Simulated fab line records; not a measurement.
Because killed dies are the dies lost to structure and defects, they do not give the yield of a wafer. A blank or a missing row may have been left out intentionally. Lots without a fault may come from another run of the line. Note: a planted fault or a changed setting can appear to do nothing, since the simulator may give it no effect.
fab line records ; flow n5-finfet
record lots=14; wafers=42; last-day=18
route steps=1938 shown PMOS_HMC_CHANNEL_EPI@79 PASSIVATION@1905
lots that met no fault: taken from a fault-free run of the same line
start-h: start of the lot's first displayed wafer, in hours after the record's first day ; wait-h: how many hours have passed since the lot's step before this one ; " same as the row above ; L1.1+2: several wafers, shown together as one row ; - no value, or no start was given ; * or withheld: withheld ; < > ~ a bound
route shown NAME@n: a module of which the file shows steps, and the number in the route of the first ; usual: the fault-free wafers' mean and standard deviation ; same: alike in all rows ; chamber/n: place in a boat ; sites: readings site by site ; _std_site: how widely they spread, as a standard deviation ; _edge_site: outer sites' mean less inner sites' ; radius-mm: for every site, how far away it sits from the centre of the wafer ; mask NAME#n: copy n ; behind: tool/chamber where the wafer was last shaped ; hold: cause of the lot's hold/its duration in hours/its outcome ; device: the transistor (n, p or np) that didn't switch ; end of line: the same wafers' tests at the end of the route ; for a step that has no rows: nothing shown but its recipe ; killed: at the first sort, the dies lost to defects and structure; wafer yield is something else ; map: a wafer's dies, marking killed ones x, the rest . and places with no die _
set.NAME: the setting that was run; set.NAME@STEP: the one run at that earlier step ; model.NAME: the simulator's own value behind a step, which no gauge read
the route's steps for a sample of lots (tables are steps, rows are wafers)
## steps
# step N5_PMOS_HMC_CHANNEL_EPI_HM_STRIP_35
# recipe chemistry=dHF; temp-c=25; material=SiO2; target=SiO2; target-depth-a=396; time-s=216
lot.wafer;tool;chamber;start-h;wait-h
L776.1+2+6;wet-bench-03;1,6,3;25.59;1.0
L777.3+5+6;wet-bench-06;5,3,2;31.60;0.8
L778.1+3+6;wet-bench-03;6,3,0;37.34;1.0
L779.1+2+6;wet-bench-06;5,6,2;43.91;1.0
L780.1+4+5;wet-bench-06;5,4,7;49.08;1.0
L784.2+4+6;wet-bench-05;3,0,6;74.12;0.8
L785.1+3+5;wet-bench-06;3,0,2;79.86;1.4
L786.3+4+5;wet-bench-06;7,3,4;85.65;0.8
L787.3+5+6;wet-bench-05;6,7,5;92.43;0.8
L789.2+3+6;wet-bench-05;1,3,2;104.33;1.1
L792.2+4+6;wet-bench-03;5,2,6;122.02;1.5
L796.4+5+6;wet-bench-05;4,3,5;145.64;0.4
L797.2+3+5;wet-bench-05;0,2,3;151.46;0.8
L798.1+4+5;wet-bench-05;3,7,4;157.44;1.0
# step N5_PASSIVATION_CD_MEAS_30
# recipe target-cd-nm=4000; landing-energy-ev=500; detector=se-inlens; polarity=opening
# usual cd-nm=4000.2/1.9
lot.wafer;tool;chamber;start-h;wait-h;cd-nm
L777.3;cd-sem-03;0;300.65;-;4000.7
L777.5;cd-sem-03;0;300.65;-;4000.8
L777.6;cd-sem-03;0;300.65;-;4001.6
L776.1;cd-sem-01;0;303.66;-;4001.0
L776.2;cd-sem-01;0;303.66;-;3998.6
L776.6;cd-sem-01;0;303.66;-;3996.8
L780.1;cd-sem-01;0;311.03;-;4001.2
L780.4;cd-sem-01;0;311.03;-;4003.9
L780.5;cd-sem-01;0;311.03;-;4001.2
L779.1;cd-sem-02;0;311.49;-;3999.3
L779.2;cd-sem-02;0;311.49;-;4002.5
L779.6;cd-sem-02;0;311.49;-;3997.2
L778.1;cd-sem-02;0;315.73;-;4000.6
L778.3;cd-sem-02;0;315.73;-;4001.0
L778.6;cd-sem-02;0;315.73;-;3997.7
L785.1;cd-sem-03;0;338.15;-;3999.0
L785.3;cd-sem-03;0;338.15;-;3996.6
L785.5;cd-sem-03;0;338.15;-;3999.0
L784.2;cd-sem-01;0;343.78;-;3996.8
L784.4;cd-sem-01;0;343.78;-;3999.7
L784.6;cd-sem-01;0;343.78;-;3995.9
L787.3;cd-sem-03;0;367.25;-;4005.3
L787.5;cd-sem-03;0;367.25;-;4002.1
L787.6;cd-sem-03;0;367.25;-;4002.8
L789.2;cd-sem-03;0;373.32;-;4001.0
L789.3;cd-sem-03;0;373.32;-;3999.3
L789.6;cd-sem-03;0;373.32;-;4000.7
L786.3;cd-sem-02;0;385.12;-;3997.9
L786.4;cd-sem-02;0;385.12;-;4000.1
L786.5;cd-sem-02;0;385.12;-;4000.7
L792.2;cd-sem-02;0;394.57;-;4001.3
L792.4;cd-sem-02;0;394.57;-;4001.9
L792.6;cd-sem-02;0;394.57;-;4001.4
L796.4;cd-sem-02;0;405.79;-;4003.7
L796.5;cd-sem-02;0;405.79;-;4002.9
L796.6;cd-sem-02;0;405.79;-;4003.9
L797.2;cd-sem-02;0;414.36;-;4002.9
L797.3;cd-sem-02;0;414.36;-;4002.5
L797.5;cd-sem-02;0;414.36;-;3997.8
L798.1;cd-sem-01;0;432.14;-;3998.5
L798.4;cd-sem-01;0;432.14;-;4000.9
L798.5;cd-sem-01;0;432.14;-;3997.3
# step N5_PASSIVATION_OVL_MEAS_63
# recipe points-per-wafer=44
# usual PAD_OVL=-2/5.4
lot.wafer;tool;chamber;start-h;wait-h;PAD_OVL[nm]
L777.3;overlay-01;0;300.68;0.0;-7
L777.5;overlay-01;0;300.68;0.0;-13
L777.6;overlay-01;0;300.68;0.0;-4
L776.1;overlay-02;0;303.69;0.0;-3
L776.2;overlay-02;0;303.69;0.0;-1
L776.6;overlay-02;0;303.69;0.0;0
L780.1;overlay-02;0;311.06;0.0;4
L780.4;overlay-02;0;311.06;0.0;7
L780.5;overlay-02;0;311.06;0.0;6
L779.1;overlay-01;0;311.52;0.0;-4
L779.2;overlay-01;0;311.52;0.0;-3
L779.6;overlay-01;0;311.52;0.0;-3
L778.1;overlay-02;0;315.76;0.0;-1
L778.3;overlay-02;0;315.76;0.0;-3
L778.6;overlay-02;0;315.76;0.0;-4
L785.1;overlay-02;0;338.18;0.0;-8
L785.3;overlay-02;0;338.18;0.0;-5
L785.5;overlay-02;0;338.18;0.0;-4
L784.2;overlay-01;0;343.81;0.0;-4
L784.4;overlay-01;0;343.81;0.0;-1
L784.6;overlay-01;0;343.81;0.0;-9
L787.3;overlay-01;0;367.27;0.0;-6
L787.5;overlay-01;0;367.27;0.0;-1
L787.6;overlay-01;0;367.27;0.0;-6
L789.2;overlay-02;0;373.35;0.0;5
L789.3;overlay-02;0;373.35;0.0;-4
L789.6;overlay-02;0;373.35;0.0;-3
L786.3;overlay-01;0;385.15;0.0;-9
L786.4;overlay-01;0;385.15;0.0;-14
L786.5;overlay-01;0;385.15;0.0;-9
L792.2;overlay-01;0;394.60;0.0;4
L792.4;overlay-01;0;394.60;0.0;4
L792.6;overlay-01;0;394.60;0.0;10
L796.4;overlay-01;0;405.82;0.0;0
L796.5;overlay-01;0;405.82;0.0;-8
L796.6;overlay-01;0;405.82;0.0;1
L797.2;overlay-01;0;414.38;0.0;0
L797.3;overlay-01;0;414.38;0.0;4
L797.5;overlay-01;0;414.38;0.0;1
L798.1;overlay-01;0;432.17;0.0;-4
L798.4;overlay-01;0;432.17;0.0;-4
L798.5;overlay-01;0;432.17;0.0;-1
# step N5_PASSIVATION_PROBE_49
# usual defect-limited-yield=91.4/1.4; killed_at_M0_to_M3=33/11; killed_at_M4_up=13/5.3; killed-at-contacts=13/6.1; killed-at-front-end=40/11; killed-at-other=2.9/2.7; killed-dies=102/17; killed-on-rim=14/4.2; killed-open=68/13; killed-short=32/7.5; sort_bin_4_leakage=0.00/0.022; sort_bin_5_function=5.1/0.98; sort_bin_6_memory=3.2/0.69; sort_bin_8_speed=0.1/1.1; sort-n-pass=1077/21; sort-yield-pct=91.3/1.7
# same gross-dies=1180; killed-at-back-side=0
lot.wafer;tool;chamber;start-h;wait-h;defect-limited-yield[%];killed_at_M0_to_M3;killed_at_M4_up;killed-at-contacts;killed-at-front-end;killed-at-other;killed-dies;killed-on-rim;killed-open;killed-short;sort_bin_4_leakage[%];sort_bin_5_function[%];sort_bin_6_memory[%];sort_bin_8_speed[%];sort-n-pass;sort-yield-pct[%]
L777.3;prober-01;-;305.62;0.1;90.7;24;9;22;53;2;110;13;67;41;0;5.2;3.6;0;1070;90.7
L777.5;prober-01;-;305.72;0.2;91.2;32;10;28;31;3;104;15;68;36;0;6.0;2.6;0;1076;91.2
L777.6;prober-01;-;305.77;0.3;89.9;28;22;33;33;3;119;20;75;41;0;6.0;3.3;0;1061;89.9
L776.1;prober-02;-;309.07;0.0;89.7;41;23;18;37;3;122;24;86;33;0;5.9;4.2;0;1058;89.7
L776.2;prober-02;-;309.12;0.1;89.1;43;15;17;52;2;129;15;97;26;0;6.4;4.0;0;1051;89.1
L776.6;prober-02;-;309.32;0.3;91.0;30;15;13;37;11;106;11;76;28;0;5.3;3.4;0;1074;91.0
L780.1;prober-02;-;316.17;0.0;90.8;29;13;9;51;6;108;11;56;52;0;5.8;2.5;0;1072;90.8
L780.4;prober-02;-;316.32;0.2;88.6;26;9;24;65;10;134;18;96;37;0;7.1;3.8;0;1046;88.6
L780.5;prober-02;-;316.37;0.2;91.0;25;7;11;60;3;106;20;73;33;0;5.0;3.8;0;1074;91.0
L779.1;prober-02;-;316.77;0.0;89.4;44;11;7;57;6;125;18;86;37;0;5.6;4.6;0;1055;89.4
L779.2;prober-02;-;316.82;0.1;94.2;22;14;7;26;0;69;10;47;20;0;3.3;2.0;0;1111;94.2
L779.6;prober-02;-;317.02;0.3;90.4;26;14;7;65;1;113;14;79;34;0;5.3;3.8;0;1067;90.4
L778.1;prober-02;-;321.67;0.0;91.8;36;15;8;35;3;97;8;53;42;0;4.4;3.7;0;1083;91.8
L778.3;prober-02;-;321.77;0.1;91.9;31;10;8;43;4;96;14;66;29;0;5.2;2.7;0;1084;91.9
L778.6;prober-02;-;321.92;0.3;90.8;17;17;12;62;1;109;17;67;37;0;5.1;3.2;0;1071;90.8
L785.1;prober-01;-;343.56;0.0;81.1;18;6;19;178;2;223;10;51;15;0;10.9;3.6;0;957;81.1
L785.3;prober-01;-;343.66;0.1;84.3;27;18;10;130;0;185;34;62;23;0;8.5;3.6;11.5;859;72.8
L785.5;prober-01;-;343.76;0.2;86.4;16;10;13;120;1;160;30;44;22;0;7.5;2.5;0;1020;86.4
L784.2;prober-01;-;349.37;0.1;93.6;14;10;7;44;0;75;10;45;28;0;3.8;2.5;0;1105;93.6
L784.4;prober-01;-;349.47;0.2;91.4;35;16;9;39;2;101;14;72;27;0;5.3;2.9;0;1079;91.4
L784.6;prober-01;-;349.57;0.3;94.2;22;13;6;25;2;68;11;43;22;0;3.0;2.5;0;1112;94.2
L787.3;prober-02;-;372.43;0.1;90.9;36;23;9;38;1;107;13;77;30;0;5.0;3.8;0;1073;90.9
L787.5;prober-02;-;372.53;0.2;92.7;36;12;5;29;4;86;14;53;31;0;4.7;2.5;0;1094;92.7
L787.6;prober-02;-;372.58;0.3;91.4;23;20;5;52;1;101;11;67;32;0;5.2;3.2;0;1079;91.4
L789.2;prober-01;-;378.43;0.1;93.6;30;7;7;30;1;75;11;56;19;0;3.5;2.7;0;1105;93.6
L789.3;prober-01;-;378.48;0.1;90.9;54;4;6;42;1;107;11;67;38;0;5.6;2.7;0;1073;90.9
L789.6;prober-01;-;378.63;0.3;92.8;27;4;15;39;0;85;16;58;21;0;3.6;3.0;0;1095;92.8
L786.3;prober-02;-;390.38;0.1;84.0;35;10;10;121;13;189;31;63;32;0;9.6;3.4;0;991;84.0
L786.4;prober-02;-;390.43;0.2;79.7;25;7;13;190;4;239;19;55;29;0;10.5;4.9;0;941;79.7
L786.5;prober-02;-;390.48;0.2;83.6;38;10;9;132;4;193;34;68;29;0;9.7;4.2;0;987;83.6
L792.2;prober-01;-;399.63;0.1;90.3;37;18;23;35;1;114;18;77;32;0;5.4;3.7;0;1066;90.3
L792.4;prober-01;-;399.73;0.2;90.9;32;13;25;36;1;107;9;72;28;0;5.5;2.9;0;1073;90.9
L792.6;prober-01;-;399.83;0.3;90.3;40;19;27;28;1;115;18;89;25;0;4.7;4.8;0;1065;90.3
L796.4;prober-02;-;411.35;0.2;91.0;30;16;13;43;4;106;18;72;33;0.08;6.4;2.3;0;1073;90.9
L796.5;prober-02;-;411.40;0.2;93.3;36;11;7;24;1;79;11;49;29;0;3.5;3.0;0;1101;93.3
L796.6;prober-02;-;411.45;0.3;89.5;52;16;9;44;3;124;22;83;40;0;6.4;4.0;0;1056;89.5
L797.2;prober-02;-;419.63;0.1;92.7;24;15;10;36;1;86;8;57;28;0;3.8;3.2;0;1094;92.7
L797.3;prober-02;-;419.68;0.1;90.7;32;25;14;33;6;110;11;74;34;0;4.7;4.6;0;1070;90.7
L797.5;prober-02;-;419.78;0.2;92.6;26;14;9;35;3;87;6;62;25;0;3.6;3.3;0;1093;92.6
L798.1;prober-02;-;437.13;0.0;92.2;38;10;6;35;3;92;20;56;36;0;4.7;2.7;0;1088;92.2
L798.4;prober-02;-;437.28;0.2;92.1;35;5;9;41;3;93;12;66;25;0;5.1;2.6;0;1087;92.1
L798.5;prober-02;-;437.33;0.2;91.8;29;12;13;42;1;97;14;63;32;0;5.4;2.5;0;1083;91.8
# killed by level:class
L777.3 FIN_SAQP:geometric-particle:open=19 FIN_SAQP:geometric-particle:short=13 MOL_CONTACT_COAG:geometric-particle:open=13 MOL_CONTACT_COAG:geometric-particle:short=9 BEOL_M3:geometric-particle:open=6 BEOL_M4:geometric-particle:open=6 STARTING-WAFER:geometric-particle:open=6 BEOL_M0_SAQP:geometric-particle:short=4
L777.5 MOL_CONTACT_COAG:geometric-particle:open=22 FIN_SAQP:geometric-particle:open=10 STI_FIN_REVEAL:geometric-particle:open=9 BEOL_M0_SAQP:geometric-particle:short=7 MOL_CONTACT_COAG:geometric-particle:short=6 BEOL_M4:geometric-particle:open=6 BEOL_M0_SAQP:geometric-particle:open=5 BEOL_M0:geometric-particle:short=5
L777.6 MOL_CONTACT_COAG:geometric-particle:open=24 MOL_CONTACT_COAG:geometric-particle:short=9 BEOL_M1:geometric-particle:open=9 BEOL_M4:geometric-particle:open=9 FIN_SAQP:geometric-particle:open=8 STI_FIN_REVEAL:geometric-particle:open=5 GATE_CUT:geometric-particle:short=5 BEOL_M1:geometric-particle:short=4
L776.1 BEOL_M4:geometric-particle:open=16 MOL_CONTACT_COAG:geometric-particle:open=13 DUMMY_GATE:geometric-particle:open=12 BEOL_M0_SAQP:geometric-particle:short=11 BEOL_M3:geometric-particle:open=9 BEOL_M0_SAQP:geometric-particle:open=7 GATE_CUT:geometric-particle:short=6 STARTING-WAFER:geometric-particle:open=6
L776.2 STI_FIN_REVEAL:geometric-particle:open=14 MOL_CONTACT_COAG:geometric-particle:open=14 BEOL_M1:geometric-particle:open=12 BEOL_M0_SAQP:geometric-particle:open=11 BEOL_M4:geometric-particle:open=10 DUMMY_GATE:geometric-particle:open=9 BEOL_M2:geometric-particle:open=6 STARTING-WAFER:geometric-particle:open=6
L776.6 BEOL_M1:geometric-particle:open=10 BEOL_M4:geometric-particle:open=10 STI_FIN_REVEAL:geometric-particle:open=9 DUMMY_GATE:geometric-particle:open=9 MOL_CONTACT_COAG:geometric-particle:open=9 FIN_SAQP:geometric-particle:open=6 BEOL_M0_SAQP:geometric-particle:open=6 PASS1_CAP:geometric-particle:short=5
L780.1 FIN_SAQP:geometric-particle:open=17 FIN_SAQP:geometric-particle:short=15 BEOL_M2:geometric-particle:short=10 MOL_CONTACT_COAG:geometric-particle:open=7 BEOL_M0_SAQP:geometric-particle:open=5 BEOL_M4:geometric-particle:open=5 BEOL_M1:geometric-particle:short=4 STI_FIN_REVEAL:geometric-particle:open=3
L780.4 FIN_SAQP:geometric-particle:open=24 MOL_CONTACT_COAG:geometric-particle:open=21 STI_FIN_REVEAL:geometric-particle:open=18 BEOL_M2:geometric-particle:short=9 FIN_SAQP:geometric-particle:short=8 BEOL_M0_SAQP:geometric-particle:open=6 STI_FIN_REVEAL:geometric-particle:short=4 STARTING-WAFER:geometric-particle:open=4
L780.5 FIN_SAQP:geometric-particle:open=16 STI_FIN_REVEAL:geometric-particle:open=10 MOL_CONTACT_COAG:geometric-particle:open=9 FIN_SAQP:geometric-particle:short=7 GATE_CUT:geometric-particle:short=7 STARTING-WAFER:geometric-particle:short=7 BEOL_M3:geometric-particle:open=7 DUMMY_GATE:geometric-particle:open=6
L779.1 BEOL_M0_SAQP:geometric-particle:open=18 STI_FIN_REVEAL:geometric-particle:open=12 FIN_SAQP:geometric-particle:short=8 BEOL_M2:geometric-particle:open=8 FIN_SAQP:geometric-particle:open=6 MOL_CONTACT_COAG:geometric-particle:open=6 BEOL_M3:geometric-particle:short=6 BEOL_M3:geometric-particle:open=6
L779.2 BEOL_M2:geometric-particle:open=8 STARTING-WAFER:geometric-particle:open=7 STI_FIN_REVEAL:geometric-particle:open=5 MOL_CONTACT_COAG:geometric-particle:open=4 BEOL_M1:geometric-particle:short=4 BEOL_M4:geometric-particle:open=4 FIN_SAQP:geometric-particle:open=3 GATE_CUT:geometric-particle:short=3
L779.6 STI_FIN_REVEAL:geometric-particle:open=21 FIN_SAQP:geometric-particle:open=11 BEOL_M4:geometric-particle:open=9 FIN_SAQP:geometric-particle:short=8 BEOL_M0_SAQP:geometric-particle:short=7 MOL_CONTACT_COAG:geometric-particle:open=6 BEOL_M0_SAQP:geometric-particle:open=6 STARTING-WAFER:geometric-particle:open=6
L778.1 STI_FIN_REVEAL:geometric-particle:open=8 MOL_CONTACT_COAG:geometric-particle:open=6 BEOL_M3:geometric-particle:open=6 BEOL_M4:geometric-particle:short=6 GATE_CUT:geometric-particle:short=5 BEOL_M0:geometric-particle:open=5 BEOL_M0_SAQP:geometric-particle:short=5 BEOL_M2:geometric-particle:short=5
L778.3 FIN_SAQP:geometric-particle:short=8 DUMMY_GATE:geometric-particle:open=8 BEOL_M3:geometric-particle:open=8 MOL_CONTACT_COAG:geometric-particle:open=7 BEOL_M0_SAQP:geometric-particle:open=6 BEOL_M1:geometric-particle:open=6 STI_FIN_REVEAL:geometric-particle:open=5 FIN_SAQP:geometric-particle:open=4
L778.6 FIN_SAQP:geometric-particle:open=11 BEOL_M4:geometric-particle:open=10 STI_FIN_REVEAL:geometric-particle:open=9 GATE_CUT:geometric-particle:short=7 MOL_CONTACT_COAG:geometric-particle:short=6 DUMMY_GATE:geometric-particle:open=6 MOL_CONTACT_COAG:geometric-particle:open=6 BEOL_M2:geometric-particle:open=6
L785.1 PMOS_HMC_CHANNEL_EPI:unspecified=157 MOL_CONTACT_COAG:geometric-particle:open=17 BEOL_M1:geometric-particle:open=6 BEOL_M2:geometric-particle:open=5 STARTING-WAFER:geometric-particle:open=4 FIN_SAQP:geometric-particle:short=3 STI_FIN_REVEAL:geometric-particle:open=3 DUMMY_GATE:geometric-particle:open=3
L785.3 PMOS_HMC_CHANNEL_EPI:unspecified=99 FIN_SAQP:geometric-particle:open=14 MOL_CONTACT_COAG:geometric-particle:open=8 BEOL_M5:geometric-particle:open=8 BEOL_M0_SAQP:geometric-particle:short=7 BEOL_M3:geometric-particle:open=5 FIN_SAQP:geometric-particle:short=4 BEOL_M0_SAQP:geometric-particle:open=4
L785.5 PMOS_HMC_CHANNEL_EPI:unspecified=93 MOL_CONTACT_COAG:geometric-particle:open=10 FIN_SAQP:geometric-particle:short=8 FIN_SAQP:geometric-particle:open=8 BEOL_M0_SAQP:geometric-particle:short=5 BEOL_M4:geometric-particle:open=5 STARTING-WAFER:geometric-particle:open=3 STI_FIN_REVEAL:geometric-particle:open=3
L784.2 STI_FIN_REVEAL:geometric-particle:open=14 FIN_SAQP:geometric-particle:short=11 FIN_SAQP:geometric-particle:open=4 MOL_CONTACT_COAG:geometric-particle:open=4 BEOL_M4:geometric-particle:open=4 GATE_CUT:geometric-particle:short=3 MOL_CONTACT_COAG:geometric-particle:short=3 BEOL_M0_SAQP:geometric-particle:open=3
L784.4 FIN_SAQP:geometric-particle:short=12 BEOL_M0_SAQP:geometric-particle:open=8 DUMMY_GATE:geometric-particle:open=7 MOL_CONTACT_COAG:geometric-particle:open=7 BEOL_M1:geometric-particle:open=7 BEOL_M2:geometric-particle:open=7 FIN_SAQP:geometric-particle:open=6 STI_FIN_REVEAL:geometric-particle:open=6
L784.6 DUMMY_GATE:geometric-particle:open=8 BEOL_M4:geometric-particle:open=7 MOL_CONTACT_COAG:geometric-particle:open=5 BEOL_M0_SAQP:geometric-particle:short=5 BEOL_M3:geometric-particle:open=5 FIN_SAQP:geometric-particle:short=3 BEOL_M0_SAQP:geometric-particle:open=3 BEOL_M1:geometric-particle:open=3
L787.3 BEOL_M0_SAQP:geometric-particle:open=9 BEOL_M3:geometric-particle:open=9 FIN_SAQP:geometric-particle:open=8 DUMMY_GATE:geometric-particle:open=8 MOL_CONTACT_COAG:geometric-particle:open=8 BEOL_M0_SAQP:geometric-particle:short=7 BEOL_M4:geometric-particle:open=7 STI_FIN_REVEAL:geometric-particle:open=6
L787.5 STI_FIN_REVEAL:geometric-particle:open=9 BEOL_M0_SAQP:geometric-particle:short=9 BEOL_M3:geometric-particle:open=8 BEOL_M0_SAQP:geometric-particle:open=6 DUMMY_GATE:geometric-particle:open=5 BEOL_M4:geometric-particle:open=5 STI_FIN_REVEAL:geometric-particle:short=4 BEOL_M4:geometric-particle:short=4
L787.6 FIN_SAQP:geometric-particle:open=14 STI_FIN_REVEAL:geometric-particle:open=12 BEOL_M4:geometric-particle:open=10 FIN_SAQP:geometric-particle:short=9 BEOL_M3:geometric-particle:open=4 MOL_CONTACT_COAG:geometric-particle:open=4 ILD0:geometric-particle:short=3 BEOL_M0_SAQP:geometric-particle:open=3
L789.2 FIN_SAQP:geometric-particle:open=12 BEOL_M0_SAQP:geometric-particle:open=7 MOL_CONTACT_COAG:geometric-particle:open=6 BEOL_M0_SAQP:geometric-particle:short=6 FIN_SAQP:geometric-particle:short=5 BEOL_M2:geometric-particle:open=5 BEOL_M4:geometric-particle:open=5 STI_FIN_REVEAL:geometric-particle:open=4
L789.3 BEOL_M0_SAQP:geometric-particle:open=15 BEOL_M0_SAQP:geometric-particle:short=14 FIN_SAQP:geometric-particle:open=13 BEOL_M2:geometric-particle:open=10 FIN_SAQP:geometric-particle:short=6 MOL_CONTACT_COAG:geometric-particle:open=6 BEOL_M2:geometric-particle:short=6 GATE_CUT:geometric-particle:short=5
L789.6 MOL_CONTACT_COAG:geometric-particle:open=11 FIN_SAQP:geometric-particle:open=10 BEOL_M3:geometric-particle:open=10 DUMMY_GATE:geometric-particle:open=6 HKMG_FIN:area-etch=6 BEOL_M0_SAQP:geometric-particle:short=5 BEOL_M0_SAQP:geometric-particle:open=5 MOL_CONTACT_COAG:geometric-particle:short=4
L786.3 PMOS_HMC_CHANNEL_EPI:unspecified=93 BEOL_M0_SAQP:geometric-particle:open=10 BEOL_M0_SAQP:geometric-particle:short=10 MOL_CONTACT_COAG:geometric-particle:open=8 STARTING-WAFER:geometric-particle:short=7 FIN_SAQP:geometric-particle:open=6 BEOL_M2:geometric-particle:open=6 PASS1_CAP:geometric-particle:open=5
L786.4 PMOS_HMC_CHANNEL_EPI:unspecified=155 BEOL_M2:geometric-particle:open=11 FIN_SAQP:geometric-particle:open=10 MOL_CONTACT_COAG:geometric-particle:open=10 GATE_CUT:geometric-particle:short=8 BEOL_M0_SAQP:geometric-particle:open=4 BEOL_M0_SAQP:geometric-particle:short=4 STARTING-WAFER:geometric-particle:short=4
L786.5 PMOS_HMC_CHANNEL_EPI:unspecified=94 FIN_SAQP:geometric-particle:open=10 MOL_CONTACT_COAG:geometric-particle:open=8 BEOL_M2:geometric-particle:open=8 FIN_SAQP:geometric-particle:short=7 BEOL_M0_SAQP:geometric-particle:open=7 BEOL_M0_SAQP:geometric-particle:short=7 BEOL_M4:geometric-particle:open=7
L792.2 MOL_CONTACT_COAG:geometric-particle:open=19 FIN_SAQP:geometric-particle:short=9 BEOL_M3:geometric-particle:open=9 BEOL_M4:geometric-particle:open=9 FIN_SAQP:geometric-particle:open=7 BEOL_M0_SAQP:geometric-particle:short=7 BEOL_M1:geometric-particle:open=6 BEOL_M2:geometric-particle:open=6
L792.4 MOL_CONTACT_COAG:geometric-particle:open=19 BEOL_M3:geometric-particle:open=8 HKMG_FIN:area-etch=7 FIN_SAQP:geometric-particle:open=6 STI_FIN_REVEAL:geometric-particle:open=6 MOL_CONTACT_COAG:geometric-particle:short=6 BEOL_M0_SAQP:geometric-particle:open=6 BEOL_M0_SAQP:geometric-particle:short=6
L792.6 MOL_CONTACT_COAG:geometric-particle:open=25 FIN_SAQP:geometric-particle:open=10 BEOL_M1:geometric-particle:open=10 BEOL_M3:geometric-particle:open=8 BEOL_M2:geometric-particle:open=7 BEOL_M5:geometric-particle:open=7 BEOL_M0_SAQP:geometric-particle:open=6 BEOL_M0_SAQP:geometric-particle:short=5
L796.4 FIN_SAQP:geometric-particle:open=12 FIN_SAQP:geometric-particle:short=11 MOL_CONTACT_COAG:geometric-particle:open=9 BEOL_M4:geometric-particle:open=9 STI_FIN_REVEAL:geometric-particle:open=8 BEOL_M1:geometric-particle:open=8 BEOL_M0_SAQP:geometric-particle:open=7 DUMMY_GATE:geometric-particle:open=5
L796.5 STI_FIN_REVEAL:geometric-particle:open=10 BEOL_M3:geometric-particle:short=9 BEOL_M1:geometric-particle:open=7 MOL_CONTACT_COAG:geometric-particle:open=6 BEOL_M2:geometric-particle:open=6 BEOL_M3:geometric-particle:open=6 FIN_SAQP:geometric-particle:short=4 BEOL_M0_SAQP:geometric-particle:short=4
L796.6 FIN_SAQP:geometric-particle:open=17 BEOL_M2:geometric-particle:open=12 BEOL_M0_SAQP:geometric-particle:short=10 BEOL_M1:geometric-particle:open=9 STI_FIN_REVEAL:geometric-particle:open=8 MOL_CONTACT_COAG:geometric-particle:open=7 FIN_SAQP:geometric-particle:short=6 BEOL_M3:geometric-particle:short=6
L797.2 FIN_SAQP:geometric-particle:short=10 BEOL_M4:geometric-particle:open=10 FIN_SAQP:geometric-particle:open=9 MOL_CONTACT_COAG:geometric-particle:open=9 STI_FIN_REVEAL:geometric-particle:open=6 BEOL_M1:geometric-particle:open=6 BEOL_M0_SAQP:geometric-particle:short=5 BEOL_M0:geometric-particle:open=5
L797.3 MOL_CONTACT_COAG:geometric-particle:open=14 BEOL_M0_SAQP:geometric-particle:open=11 BEOL_M4:geometric-particle:open=11 FIN_SAQP:geometric-particle:open=10 BEOL_M0_SAQP:geometric-particle:short=9 FIN_SAQP:geometric-particle:short=7 STI_FIN_REVEAL:geometric-particle:open=5 BEOL_M1:geometric-particle:open=5
L797.5 BEOL_M1:geometric-particle:open=10 MOL_CONTACT_COAG:geometric-particle:open=8 FIN_SAQP:geometric-particle:open=7 FIN_SAQP:geometric-particle:short=7 BEOL_M4:geometric-particle:open=6 GATE_CUT:geometric-particle:short=6 DUMMY_GATE:geometric-particle:open=5 BEOL_M2:geometric-particle:open=4
L798.1 STI_FIN_REVEAL:geometric-particle:open=12 BEOL_M0_SAQP:geometric-particle:short=11 BEOL_M3:geometric-particle:open=10 BEOL_M0_SAQP:geometric-particle:open=7 BEOL_M4:geometric-particle:open=7 FIN_SAQP:geometric-particle:open=4 MOL_CONTACT_COAG:geometric-particle:open=4 BEOL_M1:geometric-particle:open=4
L798.4 DUMMY_GATE:geometric-particle:open=13 BEOL_M3:geometric-particle:open=12 BEOL_M1:geometric-particle:open=9 FIN_SAQP:geometric-particle:short=8 MOL_CONTACT_COAG:geometric-particle:open=8 STI_FIN_REVEAL:geometric-particle:open=6 BEOL_M0_SAQP:geometric-particle:open=5 FIN_SAQP:geometric-particle:open=3
L798.5 STI_FIN_REVEAL:geometric-particle:open=12 MOL_CONTACT_COAG:geometric-particle:open=12 FIN_SAQP:geometric-particle:short=9 BEOL_M1:geometric-particle:open=7 BEOL_M3:geometric-particle:open=6 FIN_SAQP:geometric-particle:open=5 STARTING-WAFER:geometric-particle:short=5 STI_FIN_REVEAL:geometric-particle:short=4
## key
first-sign step=N5_PASSIVATION_PROBE_49; reading=killed-at-front-end; direction=up; sigmas=9.7; usual=40; struck=145
effect step=N5_PASSIVATION_PROBE_49; reading=defect-limited-yield; direction=down; sigmas=5.7; usual=91.4; struck=83.2
more-kills-born-at N5_PMOS_HMC_CHANNEL_EPI_HM_STRIP_35@wet-bench-06=691
met-at N5_PMOS_HMC_CHANNEL_EPI_HM_STRIP_35
struck-lots L785,L786
not-acting-at N5_PASSIVATION_CD_MEAS_30,N5_PASSIVATION_OVL_MEAS_63
onset-between 49.08 79.86
fault kind=chamber-particle-source; tool=wet-bench-06; chamber=-; onset-h=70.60; steps=N5_PMOS_HMC_CHANNEL_EPI_HM_STRIP_35; rate-per-visit-cm2=1.9376; end-h=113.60
